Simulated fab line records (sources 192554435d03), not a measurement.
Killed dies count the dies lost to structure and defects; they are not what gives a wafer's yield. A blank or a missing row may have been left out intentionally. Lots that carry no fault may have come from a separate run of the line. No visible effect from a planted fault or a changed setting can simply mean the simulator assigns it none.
Chamber matching | flow n5-finfet | N5_GATE_CUT_CMP_02 on cmp-02 has 4 sister chambers
The step polishes, stops on SiO2, t overpolish 12.7 s, target thk 0 nm. 4 wafers are shown with their chamber, then 7 later ones without.

WAFERS PAIRED WITH THEIR CHAMBERS
wafer  | chamber | motor-current-A (A)
L088.1 | 3       | 7.9
L088.4 | 1       | 10.7
L088.2 | 0       | 9.1
L088.3 | 2       | 7.6

WAFERS WITHOUT THEIR CHAMBER
wafer  | motor-current-A (A)
L088.5 | 10.6
L090.3 | 8.1
L090.5 | 8.2
L090.6 | 11.4
L096.3 | 8.0
L096.4 | 7.9
L096.5 | 8.1

CHAMBER TAKEN BY EACH
wafer  | from the rows above          | in truth
L088.5 | 1                            | 1
L090.3 | can't be placed: 3 or 2      | 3
L090.5 | can't be placed: 3 or 2 or 0 | 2
L090.6 | 1                            | 1
L096.3 | can't be placed: 3 or 2      | 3
L096.4 | can't be placed: 3 or 2      | 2
L096.5 | can't be placed: 3 or 2      | 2
Correct placement for 2 of the 7. These rows do not allow placing 5 (true chamber among the candidates in 5). Wrongly placed: 0.
How it was worked out, from the rows above alone: a wafer's distance from a chamber is the root of the sum, over the readings, of the square of ((its reading less the chamber's mean) divided by the reading's scatter). The wafer belongs to the nearest chamber; if the next one is less than 2 further off, it can't be placed. The mean given for a chamber averages the wafers shown for that chamber. The scatter: root of mean squared gap, hidden wafer to nearest shown wafer, with one shown wafer a chamber.
